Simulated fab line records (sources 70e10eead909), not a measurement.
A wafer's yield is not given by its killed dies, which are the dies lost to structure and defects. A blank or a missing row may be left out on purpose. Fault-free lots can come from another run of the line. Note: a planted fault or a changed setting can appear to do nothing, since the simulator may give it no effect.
Problem report in the 8D (eight disciplines) form, filled by code :: flow nand harc :: the parts of the form that need people (team, actions taken, sign-off) are left out

1. WHAT WENT WRONG
cathode dc power W at NHARC_A_M1_PVD_20 reads a mean of 14462 W on 5 wafers of 2 lots; wafers without a fault read 15000 W with a standard deviation of 2.5. So: -99 or more standard deviations from the usual mean.
The step: deposits TaN, target thk 5 nm, time 8.06 s.
First seen on wafer L727.2, day 30 16:48, on pvd sputter-01. The record has a number at this step for 41 wafers belonging to 14 lots. The rule behind "out" and "out of limits": a value lying over 4 standard deviations away from the usual mean. All remaining wafers that have a number are taken as sound.

2. WHAT IT IS AND WHAT IT IS NOT
question: which readings at this step
is: cathode dc power W
is not: throttle valve pct

question: which lots
is: L727, L728
is not: L711, L712, L713, L714, L715, L716, L717, L718, L719, L723, L729, L733

question: which wafers of those lots
is: all that have a number
is not: -

question: read on which tools
is: pvd sputter-01
is not: pvd sputter-02, pvd sputter-03

question: when
is: from day 30 16:48
is not: up to then (30 sound wafers); but 6 sound wafers of L729, L733 came after

3. SUSPECTS, AND WHAT RULES EACH OUT
Counting: any tool at a process step up to the reading is kept as a suspect provided that every lot that is out went through it and no sound lot did after the first of them.
- pvd sputter-01 at NHARC_A_M1_DEGAS_29 (time 60 s): kept. Every lot that is out went through it, starting with L727 (day 30 16:40), and after that it ran no sound lot; the last sound lot it ran before then is L716 (day 24 19:46).
- pvd sputter-01 at NHARC_A_M1_PVD_20 (deposits TaN, target thk 5 nm, time 8.06 s): kept. Every lot that is out went through it, starting with L727 (day 30 16:48), and after that it ran no sound lot; the last sound lot it ran before then is L716 (day 24 19:53). Its own readings are out on those wafers: cathode dc power W.
Remaining after the count are pvd sputter-01 at NHARC_A_M1_DEGAS_29 and pvd sputter-01 at NHARC_A_M1_PVD_20.

4. THE CAUSE (what the simulator had put in)
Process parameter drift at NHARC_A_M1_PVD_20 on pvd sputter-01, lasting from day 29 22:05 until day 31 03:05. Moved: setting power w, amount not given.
Of the 2 suspects that counting leaves, this tool is one.

5. SEQUENCE OF EFFECTS, ordered by route
One row per reading whose mean, taken over the struck wafers that have a number, lies over 3 standard deviations from the usual. Scope: only readings with a usual standard deviation given in the record; hours: median across lots of the time from each lot's start at the first step in this table that gives one to its start at this step; sigmas: change in usual standard deviations.
hours: 0
step: NHARC_A_M1_PVD_20
reading: cathode dc power W
usual: 15000 W
on struck wafers: 14462
change: -538
sigmas: -99 or more
The process steps in it:
- NHARC_A_M1_PVD_20: deposits TaN, target thk 5 nm, time 8.06 s.
Later steps that measure or inspect, where all struck wafers having a row at the step show a number for every such reading and not one has moved that far: NHARC_A_M1_THK_MEAS_24, NHARC_END_SORT_01.

6. HOW IT WOULD HAVE BEEN CAUGHT EARLIER
19 hours passed between the start of the fault at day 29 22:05 and the first reading out of limits in this record, taken at day 30 16:48.
